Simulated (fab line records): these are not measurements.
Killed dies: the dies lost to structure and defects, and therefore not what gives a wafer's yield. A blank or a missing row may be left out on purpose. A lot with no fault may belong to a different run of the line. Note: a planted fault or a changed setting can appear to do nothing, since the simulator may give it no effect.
Matching of chambers -- flow nand harc -- NHARC_A_STAIRCASE_ETCHBACK_422 on rie diel-11: 4 sister chambers
The step etches the open film in CH3F/O2, target depth 40 nm, time 74.286 s. 4 wafers are shown with their chamber, then 8 later ones without.

WAFERS WITH THEIR CHAMBER
wafer,chamber,showerhead plenum p Torr (Torr)
L080.2,3,2.42
L089.1,0,2.51
L089.5,1,2.54
L088.1,2,2.50

WAFERS WITH NO CHAMBER GIVEN
wafer,showerhead plenum p Torr (Torr)
L088.2,2.41
L088.3,2.51
L094.3,2.50
L094.4,2.53
L094.6,2.53
L096.2,2.40
L096.3,2.49
L096.6,2.52

WHICH CHAMBER EACH ONE RAN IN
wafer,from the rows above,in truth
L088.2,3,3
L088.3,can't be placed: 0 or 2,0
L094.3,can't be placed: 2 or 0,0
L094.4,can't be placed: 1 or 0 or 2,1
L094.6,can't be placed: 1 or 0 or 2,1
L096.2,3,3
L096.3,can't be placed: 2 or 0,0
L096.6,can't be placed: 0 or 1 or 2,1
Correctly placed: 2 of 8. Not placeable from these rows: 6 (in 6, the candidates include the true chamber). Placed wrongly: 0.
How it was worked out, from the rows above alone: a wafer's distance from a chamber is the root of the sum, over the readings, of the square of ((its reading less the chamber's mean) divided by the reading's scatter). The wafer belongs to the nearest chamber; if the next one is less than 2 further off, it can't be placed. The mean given for a chamber averages the wafers shown for that chamber. The scatter: root of mean squared gap, hidden wafer to nearest shown wafer, with one shown wafer a chamber.
